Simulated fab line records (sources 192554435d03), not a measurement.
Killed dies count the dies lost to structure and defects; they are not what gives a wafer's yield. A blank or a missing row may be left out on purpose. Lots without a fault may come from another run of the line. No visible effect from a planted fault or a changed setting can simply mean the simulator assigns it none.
Comparing a struck lot with a sound one	flow n5 finfet	23 out of 1938 route steps
Sound: the wafers L886.1, L886.2, L886.3. Wafers L902.2, L902.4, L902.5 were the ones struck. The cause is named last.
Each step with rows lists, per side, the tool, then ch with its chambers, then its first start. Under that, the readings that differ: sound wafers	struck wafers	difference of the means	sigmas: that difference in standard deviations of wafers without a fault.
alike: words and numbers the same on both sides, and readings whose means are apart by under 2 such deviations; not compared: readings that were withheld, readings missing a value for some wafer, numbers with overlapping values and no deviation given by the record, and bounds like >300 which may hide the same value.
The two part at a step that has a row with sigmas, a row that says differs or no value, or rows on one side only. Numbers that don't overlap but have no deviation are shown without sigmas and don't part them. A reading missing from all wafers of one side parts the sides only when that side holds two or more wafers.

first, 9 steps without rows for these wafers: N5_BEOL_M2_ILD_DEP_00 (deposits SiOC from DEMS/O2, target thk 79 nm, time 15.3 s); N5_BEOL_M2_PECVD_72 (deposits SiO2 from TEOS/O2, target thk 16 nm, time 18 s); N5_BEOL_M2_HM_DEP_02 (deposits TiN, target thk 20 nm); N5_BEOL_M2_COAT_61 (time 60 s, resist thk 60 nm); N5_BEOL_M2_COAT_62 (time 60 s, resist thk 12 nm); N5_BEOL_M2_COAT_73 (time 60 s, resist thk 5 nm); N5_BEOL_M2_COAT_05 (resist thk 30 nm); N5_BEOL_M2_EBR_07; N5_BEOL_M2_SOFTBAKE_06 (time 60 s).
N5_BEOL_M2_EXPOSE_08: exposes mask M2.
  sound on euv scanner-02 ch 0, day 7 06:11; struck on euv scanner-02 ch 0, day 11 01:25
reading	sound	struck	difference	sigmas
exposure dose mJ cm2	41.27 41.25 41.25	42.28 42.27 42.27	+1.02	+25
  alike: mask, stage msd nm
then, 3 steps without rows for these wafers: N5_BEOL_M2_PEB_09 (peb time 60 s); N5_BEOL_M2_DEVELOP_10 (develop time 30 s); N5_BEOL_M2_DESCUM_16 (chemistry O2, time 7 s).
N5_BEOL_M2_ETCH_74: etches underlayer in N2/H2, target depth 6.5 nm, time 5.2 s.
  sound on rie diel-04 ch 0,1,3, day 7 06:28; struck on rie diel-04 ch 0,3, day 11 01:42
reading	sound	struck	difference	sigmas
model.BEOL_M2.cd offset nm (nm)	-0.2 0 -0.4	0.6 0.6 0.6	+0.8	
  alike: drypump motor current A, etch rf on time s, oes product au, rf vpp V, showerhead plenum p Torr, throttle valve pct
  not compared: rf hours counter h
then, 5 steps without rows for these wafers: N5_BEOL_M2_ETCH_63 (etches SiARC in CF4, target depth 15.6 nm, time 26 s); N5_BEOL_M2_ETCH_64 (etches SOC in N2/H2, target depth 75 nm, overetch 22.5 nm, time 121.9 s); N5_BEOL_M2_STRIP_65 (strips in N2/H2); N5_BEOL_M2_STRIP_75 (strips in N2/H2); N5_BEOL_M2_STRIP_66 (strips in CF4).
N5_BEOL_M2_HM_OPEN_17: chemistry Cl2/BCl3, target TiN, target depth 20 nm, overetch 6 nm.
  sound on rie metal-01 ch 1, day 7 06:41; struck on rie metal-03 ch 0, day 11 01:55
reading	sound	struck	difference	sigmas
model.BEOL_M2.cd offset nm (nm)	0 -0.2 -0.2	0.6 0.8 0.6	+0.8	
  alike: drypump motor current A, oes product au, throttle valve pct
  not compared: rf hours counter h
then, 1 step without rows for these wafers: N5_BEOL_M2_STRIP_19 (strips in O2).
N5_BEOL_M4_RC_MEAS_101:
  sound on prober-02 ch 0, day 8 11:58; struck on prober-02 ch 0, day 12 12:56
  alike: DIBL_N, DIBL_P, IOFF_N, IOFF_P, ION_N, ION_P, SS_N, SS_P, VT_N, VT_P
-- record jumps: 5 days separate the struck wafers' starts on either side; left off in module BEOL_M4, taken up again in module PASSIVATION, whose first shown step is the route's number 1936 --
N5_PASSIVATION_PROBE_49:
  record: rows for the struck wafers here (prober-02, day 17 01:32), none for the sound ones

## WHERE THEY PART
Earliest at N5_BEOL_M2_EXPOSE_08; latest, in this record, at N5_PASSIVATION_PROBE_49.

WHY: what had been put in by the simulator
Process parameter drift: euv scanner-02, from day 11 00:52 on, at N5_BEOL_M2_EXPOSE_08. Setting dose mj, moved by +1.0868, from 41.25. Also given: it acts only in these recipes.
